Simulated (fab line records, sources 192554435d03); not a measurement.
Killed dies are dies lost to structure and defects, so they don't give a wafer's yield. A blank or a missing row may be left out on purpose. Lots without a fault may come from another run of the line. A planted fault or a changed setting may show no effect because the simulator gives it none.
fab line records | flow n5_finfet
record lots=13 wafers=33 last_day=19
route steps=1938 shown BEOL_M6@1254 BEOL_M15@1828 TV_OPEN@1889 PASSIVATION@1936
lots that met no fault: from a run of the same line without faults
start_h: hours from the record's first day to the start of the lot's first wafer shown | wait_h: hours since the lot's step before | " the same as in the row above | L1.1+2: a row that stands for several wafers | - no value, or no start given | * or withheld: withheld | < > ~ a bound
route shown NAME@n: a module of which the file shows steps, and the number in the route of the first | usual: mean/standard deviation of fault-free wafers | same: alike in all rows | chamber/n: place in a boat | sites: the reading at each site | _std_site: their standard deviation | _edge_site: outer sites' mean less inner sites' | radius_mm: how far each site lies from the wafer's centre | mask NAME#n: copy n | behind: the tool/chamber that last shaped the wafer | hold: why the lot was held/for how many hours/how that ended | device: the transistor (n, p or np) that didn't switch | end of line: the same wafers' tests at the end of the route | a step without rows: its recipe alone | killed: dies lost to structure and defects at the first sort, not the wafer's yield | map: a wafer's dies, x killed, . not, _ none there
set.NAME: the setting as run; set.NAME@STEP: as run at that earlier step | model.NAME: the simulator's own value behind a step, which no gauge read
steps of the route over a sample of lots; a table a step, a row a wafer
services: from which hour (start_h, from the record's first day; less than 0 if before it) a tool's chamber was out of use, for how many hours, and why
## steps
# step N5_BEOL_M6_SPUTTER_48
# recipe material=Cu target_thk_a=100 temp_c=-20 bias_v=60 power_w=26000 chamber_pressure_pa=0.13 time_s=1.667
# usual chamber_pressure_pa=0.13/0.00028 chuck_gas_flow_sccm=1.26/0.052 chuck_sensor_temp_C=-16.0/0.61 substrate_temp_c=-20.00/0.1 throttle_valve_pct=30.1/1.3
# columns lot.wafer tool chamber start_h wait_h chamber_pressure_pa chuck_gas_flow_sccm chuck_sensor_temp_C substrate_temp_c throttle_valve_pct
L326.3 pvd_sputter-03 - 203.52 0.1 0.13005 1.32 -16.1 -19.94 28.9
L326.4 " - " " 0.12976 1.29 -15.5 -20.10 28.9
L328.1 pvd_sputter-02 - 251.53 0.6 0.12972 1.27 -15.6 -19.88 28.8
L328.5 " - " " 0.13022 1.36 -16.2 -20.04 31.2
L329.3 pvd_sputter-02 - 253.19 0.1 0.13016 1.24 -15.1 -20.13 31.2
L329.6 " - " " 0.13003 1.20 -15.6 -19.96 28.7
L334.1 pvd_sputter-02 - 261.32 0.6 0.12963 1.27 -17.0 -19.99 30.5
L334.2 " - " " 0.13017 1.26 -16.0 -20.00 31.3
L334.5 " - " " 0.12965 1.29 -15.5 -20.06 31.3
L327.1 pvd_sputter-02 - 261.40 0.7 0.13018 1.23 -15.1 -20.08 31.2
L327.5 " - " " 0.13033 1.29 -15.6 -19.77 29.0
L327.6 " - " " 0.13025 1.29 -16.2 -20.00 31.4
L332.1 pvd_sputter-01 - 268.26 0.1 0.12969 1.19 -17.4 -20.04 32.7
L332.2 " - " " 0.13028 1.16 -15.7 -20.09 31.0
L332.4 " - " " 0.12991 1.17 -16.5 -19.78 30.7
L331.1 pvd_sputter-02 - 271.40 0.1 0.12956 1.18 -16.9 -20.07 30.3
L331.3 " - " " 0.13001 1.35 -15.1 -20.04 31.4
L331.4 " - " " 0.13062 1.26 -16.1 -20.16 31.2
L330.1 pvd_sputter-02 - 278.35 1.0 0.1293 1.20 -17.0 -19.88 30.3
L330.2 " - " " 0.13039 1.26 -16.2 -19.96 31.6
L333.2 pvd_sputter-03 - 280.67 0.1 0.12988 1.39 -16.1 -20.19 27.7
L333.5 " - " " 0.12982 1.23 -16.1 -19.97 29.8
L336.3 pvd_sputter-02 - 300.50 0.1 0.12989 1.30 -15.6 -19.95 28.9
L336.5 " - " " 0.13017 1.29 -16.2 -19.97 31.4
L336.6 " - " " 0.12961 1.28 -15.6 -20.03 29.1
L342.1 pvd_sputter-02 - 318.00 0.1 0.12982 1.30 -15.1 -19.96 31.5
L342.3 " - " " 0.13047 1.22 -15.4 -20.10 29.2
L342.6 " - " " 0.13004 1.31 -15.6 -19.90 28.9
L346.1 pvd_sputter-01 - 354.25 0.3 0.13018 1.28 -15.5 -19.95 28.5
L346.5 " - " " 0.13019 1.23 -15.7 -20.01 28.8
L346.6 " - " " 0.12974 1.19 -16.5 -20.03 30.5
L348.1 pvd_sputter-03 - 371.59 0.2 0.13071 1.26 -16.1 -20.17 28.7
L348.4 " - " " 0.13027 1.29 -16.3 -20.00 29.5
# step N5_BEOL_M15_RS_MEAS_54
# recipe thk_meas_gauge=four-point-probe reads=Cu_of_BEOL_M15_ECD_47+Ta_of_BEOL_M15_SPUTTER_44+TaN_of_BEOL_M15_SPUTTER_43
# usual M15_RS=0.0216/0.00046
# columns lot.wafer tool chamber start_h wait_h M15_RS[ohm/sq]
L326.3 film_metro-02 - 273.56 0.1 0.0217
L326.4 " - " " 0.0220
L329.3 film_metro-02 - 318.85 0.1 0.0215
L329.6 " - " " 0.0214
L328.1 film_metro-01 - 320.92 0.0 0.0221
L328.5 " - " " 0.0226
L327.1 film_metro-01 - 330.61 0.0 0.0219
L327.5 " - " " 0.0214
L327.6 " - " " 0.0215
L334.1 film_metro-01 - 330.93 0.0 0.0221
L334.2 " - " " 0.0217
L334.5 " - " " 0.0211
L331.1 film_metro-01 - 337.71 0.0 0.0211
L331.3 " - " " 0.0218
L331.4 " - " " 0.0219
L332.1 film_metro-01 - 338.39 0.0 0.0215
L332.2 " - " " 0.0220
L332.4 " - " " 0.0217
L330.1 film_metro-01 - 349.04 0.0 0.0219
L330.2 " - " " 0.0220
L333.2 film_metro-02 - 355.59 0.1 0.0218
L333.5 " - " " 0.0218
L336.3 film_metro-01 - 371.31 0.1 0.0204
L336.5 " - " " 0.0213
L336.6 " - " " 0.0205
L342.1 film_metro-02 - 391.12 0.0 0.0207
L342.3 " - " " 0.0219
L342.6 " - " " 0.0217
L346.1 film_metro-02 - 423.70 0.0 0.0219
L346.5 " - " " 0.0224
L346.6 " - " " 0.0211
L348.1 film_metro-02 - 445.11 0.0 0.0211
L348.4 " - " " 0.0219
# step N5_PASSIVATION_STRIP_14
# recipe chemistry=O2 power_w=600 temp_c=60 pressure_mtorr=30 rf_frequency_hz=6e+07 bias_power_w=0 overash_fraction=0.5 o2_flow_sccm=225
# usual drypump_motor_current_A=5.75/0.28 oes_product_au=0.79/0.089 rf_vpp_V=3.6/0.93 showerhead_plenum_p_Torr=2.08/0.066 throttle_valve_pct=16.62/0.3
# columns lot.wafer tool chamber start_h wait_h drypump_motor_current_A oes_product_au rf_hours_counter_h rf_vpp_V showerhead_plenum_p_Torr throttle_valve_pct
L326.3 rie_diel-01 1 285.92 0.1 6.17 0.81 94 4.8 2.09 16.56
L326.4 " 0 " " 5.66 0.79 100 3.2 2.04 16.36
L329.3 rie_diel-05 0 326.27 0.1 5.74 0.70 226 3.2 2.07 16.92
L329.6 " 0 " " 5.73 0.70 - 3.7 2.07 16.88
L328.1 rie_diel-01 3 328.96 0.1 5.83 0.85 47 2.8 2.10 16.15
L328.5 " 0 " " 5.67 0.77 - 3.6 2.04 16.35
L327.1 rie_diel-06 0 339.69 0.1 5.90 0.72 190 3.5 2.14 16.66
L327.5 " 0 " " 5.91 0.73 - 4.2 2.14 16.62
L327.6 " 2 " " 6.00 0.74 - 3.5 2.03 16.91
L334.1 rie_diel-05 1 339.89 0.1 5.20 0.68 219 3.4 1.99 17.11
L334.2 " 0 " " 5.75 0.69 231 2.9 2.07 16.92
L334.5 " 1 " " 5.19 0.68 - 2.5 1.99 17.09
L331.1 rie_diel-05 1 347.70 0.1 5.15 0.67 221 4.6 1.99 17.07
L331.3 " 3 " " 5.76 0.79 135 3.5 2.00 16.30
L331.4 " 0 " " 5.80 0.70 - 4.1 2.07 16.90
L332.1 rie_diel-06 3 348.01 0.1 5.39 0.79 95 3.9 2.17 16.60
L332.2 " 0 " " 5.86 0.71 193 1.9 2.14 16.68
L332.4 " 0 " " 5.92 0.72 - 3.3 2.14 16.65
L330.1 rie_diel-01 0 356.68 0.1 5.67 0.77 126 3.5 2.03 16.40
L330.2 " 2 " " 5.65 0.95 4 2.5 2.14 16.53
L333.2 rie_diel-05 1 365.74 0.1 5.18 0.67 227 2.9 1.99 17.09
L333.5 " 3 " " 5.75 0.77 - 2.8 2.00 16.32
L336.3 rie_diel-05 3 378.89 0.1 5.77 0.78 144 4.0 2.00 16.34
L336.5 " 1 " " 5.16 0.67 - 2.5 1.99 17.12
L336.6 " 2 " " 5.70 0.93 - 5.2 2.08 16.80
L342.1 rie_diel-06 2 401.92 0.1 6.02 0.72 187 2.4 2.02 16.97
L342.3 " 3 " " 5.40 0.78 115 4.7 2.16 16.60
L342.6 " 0 " " 5.93 0.70 - 3.3 2.13 16.71
L346.1 rie_diel-05 2 431.92 0.1 5.64 0.88 47 2.9 2.07 16.86
L346.5 " 0 " " 5.82 0.97 - 4.9 2.06 16.56
L346.6 " 1 " " 5.17 0.65 - 4.8 1.98 17.13
L348.1 rie_diel-01 1 454.76 0.1 6.13 0.75 146 3.4 2.07 16.69
L348.4 " 2 " " 5.64 0.85 37 4.1 2.13 16.59
# step N5_PASSIVATION_PROBE_49
# usual defect_limited_yield=91.2/1.4 killed_at_M0_to_M3=34/9.3 killed_at_M4_up=14/5.9 killed_at_contacts=14/5.7 killed_at_front_end=38/10 killed_at_other=4/3.2 killed_dies=104/17 killed_on_rim=14/4 killed_open=67/13 killed_short=33/6.9 sort_bin_5_function=5.2/1 sort_bin_6_memory=3.3/0.61 sort_bin_8_speed=0.3/1.8 sort_n_pass=1069/52
# same gross_dies=1180 killed_at_back_side=0 sort_bin_4_leakage[%]=0
# columns lot.wafer tool chamber start_h wait_h defect_limited_yield[%] killed_at_M0_to_M3 killed_at_M4_up killed_at_contacts killed_at_front_end killed_at_other killed_dies killed_on_rim killed_open killed_short sort_bin_5_function[%] sort_bin_6_memory[%] sort_bin_8_speed[%] sort_n_pass
L336.3 prober-02 - 385.23 0.1 84.6 23 84 30 41 4 182 39 69 24 10.6 3.4 0.3 995
L336.5 prober-02 - 385.33 0.2 84.2 25 111 15 29 6 186 30 52 28 10.1 3.8 0 994
L336.6 prober-02 - 385.38 0.3 87.0 33 75 15 27 3 153 29 61 25 8.0 3.7 0 1027
L342.1 prober-01 - 408.68 0.0 79.3 38 102 16 60 28 244 37 76 60 13.4 4.8 0 936
L342.3 prober-01 - 408.78 0.1 84.2 41 74 23 37 11 186 33 84 37 9.5 4.7 0.1 993
L342.6 prober-01 - 408.93 0.3 81.5 35 76 38 58 11 218 45 78 37 12.2 4.1 0 962
# killed by level:class
L336.3 BEOL_M6:unspecified=71 MOL_CONTACT_COAG:geometric_particle:open=20 SDB:area_etch=12 DUMMY_GATE:geometric_particle:open=6 BEOL_M2:geometric_particle:open=6 FIN_SAQP:geometric_particle:open=5 MOL_CONTACT_COAG:geometric_particle:short=5 BEOL_M0_SAQP:geometric_particle:open=5
L336.5 BEOL_M6:unspecified=99 MOL_CONTACT_COAG:geometric_particle:open=14 STARTING-WAFER:geometric_particle:open=6 BEOL_M0_SAQP:geometric_particle:short=5 BEOL_M2:geometric_particle:open=5 SDB:area_etch=5 DUMMY_GATE:geometric_particle:open=4 BEOL_M0_SAQP:geometric_particle:open=4
L336.6 BEOL_M6:unspecified=63 MOL_CONTACT_COAG:geometric_particle:open=10 BEOL_M3:geometric_particle:open=9 FIN_SAQP:geometric_particle:open=7 BEOL_M0_SAQP:geometric_particle:short=7 BEOL_M2:geometric_particle:open=7 GATE_CUT:geometric_particle:open=5 MOL_CONTACT_COAG:geometric_particle:short=5
L342.1 BEOL_M6:unspecified=87 BEOL_M0_SAQP:geometric_particle:short=20 PASSIVATION:area_etch=19 MOL_CONTACT_COAG:geometric_particle:open=13 FIN_SAQP:geometric_particle:open=10 BEOL_M0_SAQP:geometric_particle:open=10 STI_FIN_REVEAL:geometric_particle:open=9 FIN_SAQP:geometric_particle:short=7
L342.3 BEOL_M6:unspecified=60 STI_FIN_REVEAL:geometric_particle:open=19 MOL_CONTACT_COAG:geometric_particle:open=18 BEOL_M0_SAQP:geometric_particle:short=14 BEOL_M0_SAQP:geometric_particle:open=8 BEOL_M3:geometric_particle:open=7 BEOL_M1:geometric_particle:open=7 MOL_CONTACT_COAG:geometric_particle:short=5
L342.6 BEOL_M6:unspecified=61 MOL_CONTACT_COAG:area_etch=27 STI_FIN_REVEAL:geometric_particle:open=16 BEOL_M0_SAQP:geometric_particle:open=12 FIN_SAQP:geometric_particle:open=11 BEOL_M0_SAQP:geometric_particle:short=9 PASSIVATION:area_etch=9 MOL_CONTACT_COAG:geometric_particle:open=8
## services
# columns tool chamber start_h hours kind
rie_diel-06 - 185.73 0.7 repair
rie_diel-01 3 191.61 6.5 repair
rie_diel-01 1 226.27 14.9 repair
rie_diel-01 3 231.16 2.1 repair
rie_diel-01 1 243.55 4.0 repair
rie_diel-05 2 245.07 - clean
rie_diel-05 2 245.07 - consumable_replace:focus_ring
rie_diel-05 2 245.07 17.8 scheduled_down
rie_diel-05 2 245.07 17.8 vent_cycle
rie_diel-05 2 283.64 2.9 repair
rie_diel-05 2 290.80 7.5 repair
rie_diel-06 1 338.94 - clean
rie_diel-06 1 338.94 - consumable_replace:focus_ring
rie_diel-06 1 338.94 - consumable_replace:showerhead
rie_diel-05 2 344.91 8.1 repair
rie_diel-01 1 352.91 9.1 repair
rie_diel-01 0 360.33 9.2 repair
rie_diel-05 0 405.95 - clean
rie_diel-05 0 405.95 - consumable_replace:focus_ring
rie_diel-05 0 405.95 18.7 scheduled_down
rie_diel-05 0 405.95 18.7 vent_cycle
rie_diel-05 1 432.05 - clean
rie_diel-05 1 432.05 - consumable_replace:focus_ring
rie_diel-05 1 432.05 - consumable_replace:showerhead
## key
first_sign step=N5_PASSIVATION_PROBE_49 reading=killed_at_M4_up direction=up sigmas=12 usual=14 struck=87
effect step=N5_PASSIVATION_PROBE_49 reading=killed_dies direction=up sigmas=5.3 usual=104 struck=195
more_kills_born_at N5_BEOL_M6_SPUTTER_48@pvd_sputter-02=441
met_at N5_BEOL_M6_SPUTTER_48
struck_lots L336,L342
baseline_loss step=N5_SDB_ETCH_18 wafers=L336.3
baseline_loss step=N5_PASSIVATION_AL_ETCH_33 wafers=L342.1
baseline_loss step=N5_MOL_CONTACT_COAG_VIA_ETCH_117 wafers=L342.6
not_acting_at N5_BEOL_M15_RS_MEAS_54,N5_PASSIVATION_STRIP_14
onset_between 278.35 300.50
fault kind=chamber_particle_source tool=pvd_sputter-02 chamber=- onset_h=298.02 steps=N5_BEOL_M6_SPUTTER_48 rate_per_visit_cm2=0.75588 end_h=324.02
# baseline_loss: these wafers lose ten dies or more at that step, a loss of the line's own and not of a fault; the sort's usual values leave them out
